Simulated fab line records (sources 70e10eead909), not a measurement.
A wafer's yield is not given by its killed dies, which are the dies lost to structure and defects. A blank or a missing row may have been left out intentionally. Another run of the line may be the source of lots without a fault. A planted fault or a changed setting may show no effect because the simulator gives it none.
Which tool was responsible?	flow nandHarc	14 lots, 42 wafers sampled, at 4 steps of a route of 1302

## WHAT THE GAUGES SHOWED, per wafer
NHARC_A_ONON_D1_THK_MEAS_11: measures by ellipsometry. Usual: thkNm at 1000 nm, with a standard deviation of 10.
lot	measured	on	thkNm (nm)	flag
L847	day 8 02:39	filmMetro-01	1000 1000 999	
L848	day 8 14:37	filmMetro-01	999 998 999	
L853	day 10 16:54	filmMetro-01	1009 1007 1010	
L852	day 10 16:54	filmMetro-02	974 975 976	
L854	day 11 03:11	filmMetro-02	1008 1008 1007	
L855	day 11 19:24	filmMetro-01	989 991 991	
L856	day 11 19:26	filmMetro-02	993 994 992	
L857	day 12 13:49	filmMetro-01	1001 1001 1001	
L858	day 12 20:04	filmMetro-02	1005 1006 1005	
L859	day 12 23:40	filmMetro-01	1006 1006 1006	
L861	day 14 10:03	filmMetro-02	1001 1000 1001	
L863	day 14 19:16	filmMetro-01	994 994 994	
L868	day 16 19:34	filmMetro-01	996 995 993	
L869	day 17 04:59	filmMetro-02	1014 1016 1016	

NHARC_A_ONON_D1_THK_MEAS_30: measures by ellipsometry. Usual: thkNm at 998 nm, with a standard deviation of 7.6.
lot	measured	on	thkNm (nm)	flag
L847	day 8 13:11	filmMetro-01	987 989 986	
L848	day 9 01:13	filmMetro-02	995 994 992	
L853	day 11 03:21	filmMetro-01	990 989 991	
L852	day 11 03:23	filmMetro-02	986 987 987	
L854	day 11 15:59	filmMetro-01	1000 998 1000	
L855	day 12 06:01	filmMetro-02	1005 1006 1005	
L856	day 12 06:16	filmMetro-02	992 992 993	
L857	day 13 00:29	filmMetro-02	1013 1012 1012	
L858	day 13 06:40	filmMetro-02	991 991 991	
L859	day 13 10:18	filmMetro-01	1027 996 1026	
L861	day 14 21:02	filmMetro-02	1026 997 995	
L863	day 15 05:28	filmMetro-01	996 995 997	
L868	day 17 06:10	filmMetro-01	1007 1004 1006	
L869	day 17 19:01	filmMetro-02	987 986 984	

NHARC_A_ONON_D1_INSPECT_32. Usual: rawDefectCount at 69, with a standard deviation of 24.
lot	measured	on	rawDefectCount	flag
L847	day 8 13:51	defectInspect-01	78 55 47	
L848	day 9 01:46	defectInspect-01	30 23 41	
L853	day 11 03:53	defectInspect-01	61 64 47	
L852	day 11 03:56	defectInspect-02	76 78 53	
L854	day 11 16:33	defectInspect-02	65 57 46	
L855	day 12 06:35	defectInspect-02	66 56 47	
L856	day 12 06:47	defectInspect-01	83 74 45	
L857	day 13 01:01	defectInspect-02	61 127 80	
L858	day 13 07:12	defectInspect-01	55 45 44	
L859	day 13 10:52	defectInspect-01	56 51 57	
L861	day 14 21:35	defectInspect-01	68 67 113	
L863	day 15 06:00	defectInspect-01	31 67 64	
L868	day 17 06:43	defectInspect-01	79 196 73	
L869	day 17 19:35	defectInspect-02	78 107 79	

## WHICH TOOL RAN EACH LOT (tool, then ch and the chambers of the sampled wafers, then the start)
lot	NHARC_A_ONON_D1_DEP_28
L847	pecvdOnon-04 ch 0, day 8 12:41
L848	pecvdOnon-01 ch 0, day 9 00:45
L853	pecvdOnon-02 ch 0, day 11 02:51
L852	pecvdOnon-01 ch 0, day 11 02:52
L854	pecvdOnon-02 ch 0, day 11 15:33
L855	pecvdOnon-04 ch 0, day 12 05:30
L856	pecvdOnon-02 ch 0, day 12 05:44
L857	pecvdOnon-01 ch 0, day 12 23:57
L858	pecvdOnon-02 ch 0, day 13 06:10
L859	pecvdOnon-02 ch 0, day 13 09:51
L861	pecvdOnon-02 ch 0, day 14 20:35
L863	pecvdOnon-01 ch 0, day 15 04:58
L868	pecvdOnon-02 ch 0, day 17 05:39
L869	pecvdOnon-01 ch 0, day 17 18:38
- NHARC_A_ONON_D1_DEP_28: target thk 1000 nm.

## WHAT THE TOOLS THEMSELVES READ (means of the sampled wafers that have a number; where no wafer has one, the mark that the record gives instead)
NHARC_A_ONON_D1_DEP_28. Usual: n2FlowSccm 2752 sccm, standard deviation 8.4; susceptorTempC 399.97 C, standard deviation 0.19.
lot	tool	n2FlowSccm (sccm)	susceptorTempC (C)	flag
L847	pecvdOnon-04	2745	399.81	
L848	pecvdOnon-01	2738	400.03	
L853	pecvdOnon-02	2749	400.12	
L852	pecvdOnon-01	2745	399.84	
L854	pecvdOnon-02	2755	400.12	
L855	pecvdOnon-04	2753	400.03	
L856	pecvdOnon-02	2759	399.95	
L857	pecvdOnon-01	2753	399.96	
L858	pecvdOnon-02	2739	400.25	
L859	pecvdOnon-02	2760	399.94	
L861	pecvdOnon-02	2753	399.80	
L863	pecvdOnon-01	2749	399.91	
L868	pecvdOnon-02	2742	399.69	
L869	pecvdOnon-01	2753	399.97	

## THE ANSWER, worked out from the rows above alone
Rule: take the mean of a lot's wafers that have a number; if it is more than 3 standard deviations from the usual mean, the lot is off. A lot without any number at a reading at which 4 lots or more have one is off too. Any other lot the step has rows for is counted as sound. The gauges are gone through in route order, then the tools' own readings, and for those a lot's mean is taken as printed above. At the first step where some lot is off, the reading lying furthest off is the one used; lots without a number count as furthest.
Across all readings shown, no lot is off: no conclusion can be drawn from this.

## WHAT WAS PUT IN BY THE SIMULATOR
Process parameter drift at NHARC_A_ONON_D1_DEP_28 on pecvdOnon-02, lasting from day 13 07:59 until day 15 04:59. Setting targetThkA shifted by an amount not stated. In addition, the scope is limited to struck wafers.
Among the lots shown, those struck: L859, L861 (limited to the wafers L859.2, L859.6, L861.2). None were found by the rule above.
